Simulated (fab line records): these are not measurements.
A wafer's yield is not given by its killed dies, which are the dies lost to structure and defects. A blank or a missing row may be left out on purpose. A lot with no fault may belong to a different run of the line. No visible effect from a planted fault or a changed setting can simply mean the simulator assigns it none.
Matching of chambers	flow nandHarc	4 sister chambers for NHARC_A_STAIRCASE_ETCH_271 on rieDiel-06
The step etches the open film in CF4/CHF3. 8 wafers are shown with their chamber, then 8 later ones without.

## WAFERS PAIRED WITH THEIR CHAMBERS
wafer	chamber	drypumpMotorCurrentA (A)	showerheadPlenumPTorr (Torr)
L074.4	1	6.8	1.68
L080.3	0	5.8	1.62
L080.4	3	6.0	1.61
L080.6	0	5.8	1.62
L088.1	3	6.0	1.60
L088.3	1	6.7	1.67
L088.4	2	5.2	1.69
L089.1	2	5.3	1.68

## WAFERS WITH NO CHAMBER GIVEN
wafer	drypumpMotorCurrentA (A)	showerheadPlenumPTorr (Torr)
L089.3	6.0	1.60
L089.4	5.7	1.61
L093.1	6.0	1.60
L093.4	5.8	1.61
L093.6	5.8	1.61
L095.1	5.8	1.61
L095.4	6.7	1.66
L095.5	5.3	1.68

## CHAMBER TAKEN BY EACH
wafer	from the rows above	in truth
L089.3	3	3
L089.4	0	0
L093.1	3	3
L093.4	0	0
L093.6	0	0
L095.1	0	0
L095.4	1	1
L095.5	2	2
Correctly placed: 8 of 8. Can't be placed from these rows: 0. Wrongly placed: 0.
How it was worked out, from the rows above alone: a wafer's distance from a chamber is the root of the sum, over the readings, of the square of ((its reading less the chamber's mean) divided by the reading's scatter). If the next closest chamber is less than 2 further off than the closest, the wafer can't be placed; otherwise it belongs to the closest. Each chamber's mean is taken over the wafers shown for it. How the scatter is found: for the shown wafers, subtract from each reading the mean of its chamber, square and add these, divide the total by (wafers less chambers), then take the root.
